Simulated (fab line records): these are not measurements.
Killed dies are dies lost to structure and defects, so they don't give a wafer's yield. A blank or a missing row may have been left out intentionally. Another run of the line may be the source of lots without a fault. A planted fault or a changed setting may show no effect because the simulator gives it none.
A struck lot beside a sound one -- flow nand-harc -- 13 steps out of a route of 1159
Sound: wafers L908.3, L908.4, L908.6. The struck wafers were L923.1, L923.3, L923.5. At the end, the cause is stated.
At each step with rows: each side's tool, then ch and its chambers, then its first start. Under that, the readings that differ: sound wafers -- struck wafers -- difference of the means -- sigmas: that difference in standard deviations of wafers without a fault.
alike: words and numbers the same on both sides, and readings whose means are apart by under 2 such deviations; not compared: readings that were withheld, readings missing a value for some wafer, numbers with overlapping values and no deviation given by the record, and bounds like >300 which may hide the same value.
The two part at a step that has a row with sigmas, a row that says differs or no value, or rows on one side only. When numbers do not overlap yet have no deviation, they are printed without sigmas and do not part them. A reading that every wafer of one side lacks parts them only if that side has two wafers or more.

first, 1 step without rows for these wafers: NHARC_A_ONON_D1_DEP_19 (target thk 1000 nm).
NHARC_A_ONON_D1_THK_MEAS_21: measures by ellipsometry.
  sound on film-metro-02, day 8 05:57; struck on film-metro-02, day 11 03:38
  alike: thk-nm
then, no rows for these wafers at 1 step: NHARC_A_ONON_D1_DEP_22 (target thk 1000 nm).
NHARC_A_ONON_D1_THK_MEAS_24: measures by ellipsometry.
  sound on film-metro-02, day 8 06:31; struck on film-metro-02, day 11 04:12
reading,sound,struck,difference,sigmas
thk-nm (nm),1013 1012 1013,985 984 983,-29,-3
then, no rows for these wafers at 1 step: NHARC_A_ONON_D1_DEP_25 (target thk 1000 nm).
NHARC_A_ONON_D1_THK_MEAS_27: measures by ellipsometry.
  sound on film-metro-01, day 8 07:05; struck on film-metro-01, day 11 04:46
  alike: thk-nm
then, no rows for these wafers at 1 step: NHARC_A_ONON_D1_DEP_28 (target thk 1000 nm).
NHARC_A_ONON_D1_THK_MEAS_30: measures by ellipsometry.
  sound on film-metro-01, day 8 07:39; struck on film-metro-02, day 11 05:20
reading,sound,struck,difference,sigmas
thk-nm (nm),994 993 993,1014 1015 1015,+21,+2
NHARC_A_ONON_D1_DEP_33: deposits SiO2, target thk 200 nm.
  sound on pecvd-01 ch 0,2, day 8 07:42; struck on pecvd-02 ch 0,2, day 11 05:28
  alike: heater-power-w, susceptor-temp-C, throttle-valve-pct
NHARC_A_ONON_D1_THK_MEAS_34: measures by ellipsometry.
  sound on film-metro-01, day 8 08:07; struck on film-metro-02, day 11 05:52
  alike: thk-nm
NHARC_A_ONON_D1_INSPECT_32:
  sound on defect-inspect-01, day 8 08:11; struck on defect-inspect-01, day 11 05:57
  alike: raw-defect-count
NHARC_A_CHANNEL_HOLE_D1_DEP_00: deposits aC, target thk 3100 nm.
  sound on acl-dep-03 ch 0, day 8 15:28; struck on acl-dep-03 ch 0, day 11 08:13
reading,sound,struck,difference,sigmas
susceptor-temp-C (C),399.59 399.44 399.82,- - -,no value on the struck wafers,
  alike: throttle-valve-pct
NHARC_A_CHANNEL_HOLE_D1_DEP_01: deposits SiON, target thk 140 nm.
  sound on pecvd-02 ch 0,2, day 8 16:47; struck on pecvd-04 ch 0,2, day 11 10:09
  alike: heater-power-w, susceptor-temp-C

## WHERE THEY PART
At NHARC_A_ONON_D1_THK_MEAS_24 first; at NHARC_A_CHANNEL_HOLE_D1_DEP_00 last (within this record only). Later steps at which nothing parts them and some readings are alike: NHARC_A_CHANNEL_HOLE_D1_DEP_01.

WHY: the cause the simulator had injected
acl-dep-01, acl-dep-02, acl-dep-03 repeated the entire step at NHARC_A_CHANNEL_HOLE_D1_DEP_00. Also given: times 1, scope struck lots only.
